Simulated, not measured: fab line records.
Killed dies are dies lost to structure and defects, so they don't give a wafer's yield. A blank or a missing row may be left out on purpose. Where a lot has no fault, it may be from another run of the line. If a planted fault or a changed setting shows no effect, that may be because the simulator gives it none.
Matching of chambers	flow n5-finfet	N5_BEOL_M9_ETCH_61 on rie-diel-05: 3 sister chambers
The step etches SiARC in CF4, target depth 39 nm, time 65 s. 14 wafers are shown with their chamber, then 5 later ones without.

## WAFERS WITH THEIR CHAMBER
wafer	chamber	showerhead-plenum-p-Torr (Torr)	etch-rf-on-time-s (s)	throttle-valve-pct (%)
L074.3	3	2.23	66.4	15.85
L074.4	2	2.18	65.4	15.81
L074.5	2	2.18	65.6	15.81
L078.1	2	2.18	65.3	15.33
L078.2	0	2.06	66.8	15.87
L078.5	3	2.22	66.8	15.89
L079.3	0	2.06	66.4	15.85
L079.4	3	2.22	65.7	15.89
L079.6	3	2.22	66.1	15.90
L084.1	0	2.05	66.3	15.88
L084.3	3	2.22	66.2	15.89
L084.4	0	2.05	66.5	15.88
L092.2	0	2.05	66.3	15.92
L092.3	3	2.21	67.4	15.94

SIGNATURES (averages over the wafers above)
reading	chamber 0	chamber 2	chamber 3	scatter within a chamber
showerhead-plenum-p-Torr	2.0540	2.1800	2.2200	0.00539
etch-rf-on-time-s	66.460	65.433	66.433	0.426
throttle-valve-pct	15.8800	15.6500	15.8933	0.121
Rule: for a wafer and a chamber, the distance is found by dividing, reading by reading, the gap between the wafer's reading and the chamber's mean by the reading's scatter, squaring, summing and taking the root. The wafer belongs to the nearest chamber; if the next one is less than 2 further off, it can't be placed. The scatter is the square root of a quotient: the sum, over the shown wafers, of each reading's squared deviation from its chamber's mean, divided by wafers minus chambers.

## WAFERS WHOSE CHAMBER IS MISSING
wafer	showerhead-plenum-p-Torr (Torr)	etch-rf-on-time-s (s)	throttle-valve-pct (%)
L093.1	2.21	66.6	15.93
L093.3	2.05	65.7	15.91
L093.6	2.21	66.8	15.94
L094.2	2.17	64.7	15.40
L094.3	2.05	66.9	15.94

## WHICH CHAMBER EACH WENT THROUGH
wafer	from the rows above	in truth
L093.1	3	3
L093.3	0	0
L093.6	3	3
L094.2	2	2
L094.3	0	0
Correct placement for 5 of the 5. Number that these rows cannot place: 0. 0 placed wrongly.
